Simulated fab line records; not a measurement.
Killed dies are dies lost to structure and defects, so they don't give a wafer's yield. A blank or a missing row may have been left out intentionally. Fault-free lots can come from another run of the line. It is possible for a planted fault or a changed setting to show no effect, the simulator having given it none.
One fault through the eyes of 2 desks    flow nandHarc    each desk holds nothing but its own numbers, with what lay behind them at the end

THE DEFECT DESK
Per lot, the means of the sampled wafers with a number show what the inspections along the route counted. If a lot's mean is further than 4 standard deviations from the usual mean, the lot is out of limits and carries the mark OUT (the distance appears in the brackets).
Columns: A = rawDefectCount at NHARC_P_STI_INSPECT_25, usual 261; B = rawDefectCount at NHARC_P_GATE_INSPECT_28, usual 7
lot   first seen here  A               B
L203  day 3 20:29      394             8
L202  day 3 20:30      353             6
L204  day 4 09:50      209             10
L205  day 4 09:50      270             7
L207  day 4 19:55      311             7
L209  day 5 14:50      274             7
L211  day 5 23:11      186             7
L212  day 6 04:02      315             8
L218  day 7 15:58      733 (+4.3) OUT  447 (+99 or more) OUT
L220  day 8 07:29      801 (+4.9) OUT  465 (+99 or more) OUT
L223  day 9 02:50      289             9
L225  day 9 11:57      284             8
This desk's verdict: out of limits on L218, L220, starting with L218 at day 7 15:58 (rawDefectCount at NHARC_P_STI_INSPECT_25). In limits: L203, L202, L204, L205, L207, L209, L211, L212, L223, L225.

TOOL OWNER'S DESK, cmp-03
The tool's own readings at NHARC_P_STI_CMP_21 (polishes, t overpolish 20 s, target thk 380.67 nm): means of the sampled wafers that have a number, for each lot that ran on this tool. If a lot's mean is further than 4 standard deviations from the usual mean, the lot is out of limits and carries the mark OUT (the distance appears in the brackets).
Columns: A = motorCurrentA at NHARC_P_STI_CMP_21, usual 12.2 A; B = overpolishRunS at NHARC_P_STI_CMP_21, usual 20.001 s
lot   first seen here  A     B
L205  day 4 01:04      12.9  20.002
L207  day 4 10:40      13.2  20.007
L218  day 7 07:34      13.2  20.011
L220  day 7 20:03      12.3  19.992
Finding of this desk: none of the 4 lots has anything out of limits.

BROUGHT TOGETHER
The defect desk could have raised an alarm at day 7 15:58, on L218, L220.
The tool owner's desk saw nothing out of limits.
On record at the tool owner's desk: L218, L220, within its limits.
Every lot named ran NHARC_P_STI_CMP_21 on cmp-03.

WHAT THE SIMULATOR HAD INSERTED
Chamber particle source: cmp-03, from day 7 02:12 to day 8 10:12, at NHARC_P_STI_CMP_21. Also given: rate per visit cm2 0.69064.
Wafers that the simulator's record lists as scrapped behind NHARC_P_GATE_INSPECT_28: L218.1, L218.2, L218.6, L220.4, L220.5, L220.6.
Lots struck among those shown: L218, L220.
Hours from the fault's start to each desk's first reading out of limits: the defect desk, 14.
